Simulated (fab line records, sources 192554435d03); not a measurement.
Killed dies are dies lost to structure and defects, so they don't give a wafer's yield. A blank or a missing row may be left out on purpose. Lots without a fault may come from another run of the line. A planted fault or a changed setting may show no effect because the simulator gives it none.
A struck lot beside a sound one | flow n5_finfet | 15 steps out of a route of 1938
Sound: wafers L793.3, L793.4, L793.5. Struck: wafers L799.2, L799.3, L799.4. The cause comes at the end.
At each step with rows: each side's tool, then ch and its chambers, then its first start. Under that, the readings that differ: sound wafers | struck wafers | difference of the means | sigmas: that difference in standard deviations of wafers without a fault.
alike: readings whose means differ by less than 2 such deviations, and words and numbers that are the same on both sides. not compared: withheld readings, readings that some wafer has no value for, bounds like >300 that may hide the same value, and numbers for which the record gives no deviation and whose values overlap.
The two part at a step that has a row with sigmas, a row that says differs or no value, or rows on one side only. Numbers that don't overlap but have no deviation are shown without sigmas and don't part them. A reading that every wafer of one side lacks parts them only if that side has two wafers or more.

N5_BEOL_M10_ETCH_61: etches SiARC in CF4, target depth 39 nm, time 65 s.
  sound on rie_diel-01 ch 1,3, day 13 06:39; struck on rie_diel-05 ch 0,2,3, day 15 01:51
  alike: chamber_pressure_mTorr, drypump_motor_current_A, etch_rf_on_time_s, mfc_ar_sccm, oes_product_au, rf_fwd_power_W, rf_vpp_V, showerhead_plenum_p_Torr, throttle_valve_pct
  not compared: rf_hours_counter_h
N5_BEOL_M10_ETCH_62: etches SOC in N2/H2, target depth 110 nm, overetch 22 nm, time 165 s.
  sound on rie_diel-01 ch 1,3, day 13 06:42; struck on rie_diel-05 ch 0,2,3, day 15 01:54
  alike: chamber_pressure_mTorr, drypump_motor_current_A, oes_product_au, rf_fwd_power_W, rf_vpp_V, showerhead_plenum_p_Torr, throttle_valve_pct
  not compared: rf_hours_counter_h
then, 1 step without rows for these wafers: N5_BEOL_M10_STRIP_68 (strips in N2/H2).
N5_BEOL_M10_STRIP_67: strips in CF4.
  sound on rie_diel-01 ch 1,3, day 13 06:51; struck on rie_diel-05 ch 0,2,3, day 15 02:02
  alike: chamber_pressure_mTorr, drypump_motor_current_A, oes_product_au, rf_vpp_V, showerhead_plenum_p_Torr, throttle_valve_pct
  not compared: rf_hours_counter_h
N5_BEOL_M10_HM_OPEN_17: chemistry Cl2/BCl3, target TiN, target depth 20 nm, overetch 6 nm.
  sound on rie_metal-02 ch 0,1, day 13 06:55; struck on rie_metal-01 ch 0,1, day 15 02:05
  reading                     | sound       | struck      | difference | sigmas
  drypump_motor_current_A (A) | 6.0 5.1 5.1 | 6.4 6.4 6.5 | +1.0       | +3
  alike: chamber_pressure_mTorr, mfc_ar_sccm, oes_product_au, rf_fwd_power_W, throttle_valve_pct
  not compared: rf_hours_counter_h
N5_BEOL_M10_STRIP_19: strips in O2.
  sound on rie_diel-01 ch 2,3, day 13 07:02; struck on rie_diel-05 ch 0,2,3, day 15 02:23
  alike: chamber_pressure_mTorr, drypump_motor_current_A, oes_product_au, rf_vpp_V, showerhead_plenum_p_Torr, throttle_valve_pct
  not compared: rf_hours_counter_h
N5_BEOL_M10_CD_MEAS_18: pitch 140 nm, target cd 70 nm.
  sound on cd_sem-01, day 13 07:07; struck on cd_sem-01, day 15 02:27
  alike: cd_nm
then, 5 steps without rows for these wafers: N5_BEOL_M10_COAT_63 (time 60 s, resist thk 100 nm); N5_BEOL_M10_COAT_64 (time 60 s, resist thk 30 nm); N5_BEOL_M10_COAT_22 (resist thk 90 nm); N5_BEOL_M10_EBR_24; N5_BEOL_M10_SOFTBAKE_23 (time 60 s).
N5_BEOL_M10_EXPOSE_25: exposes mask V9.
  sound on arfi_scanner-01 ch 0, day 13 08:22; struck on arfi_scanner-01 ch 0, day 15 03:45
  reading              | sound             | struck            | difference | sigmas
  exposure_dose_mJ_cm2 | 85.57 85.42 85.56 | 83.70 83.77 83.71 | -1.79      | -22
  alike: mask
then, 2 steps without rows for these wafers: N5_BEOL_M10_PEB_26 (peb time 60 s); N5_PASSIVATION_PROBE_49.

WHERE THEY PART
First at N5_BEOL_M10_HM_OPEN_17; last, within this record, at N5_BEOL_M10_EXPOSE_25.

WHY: what the simulator had put in
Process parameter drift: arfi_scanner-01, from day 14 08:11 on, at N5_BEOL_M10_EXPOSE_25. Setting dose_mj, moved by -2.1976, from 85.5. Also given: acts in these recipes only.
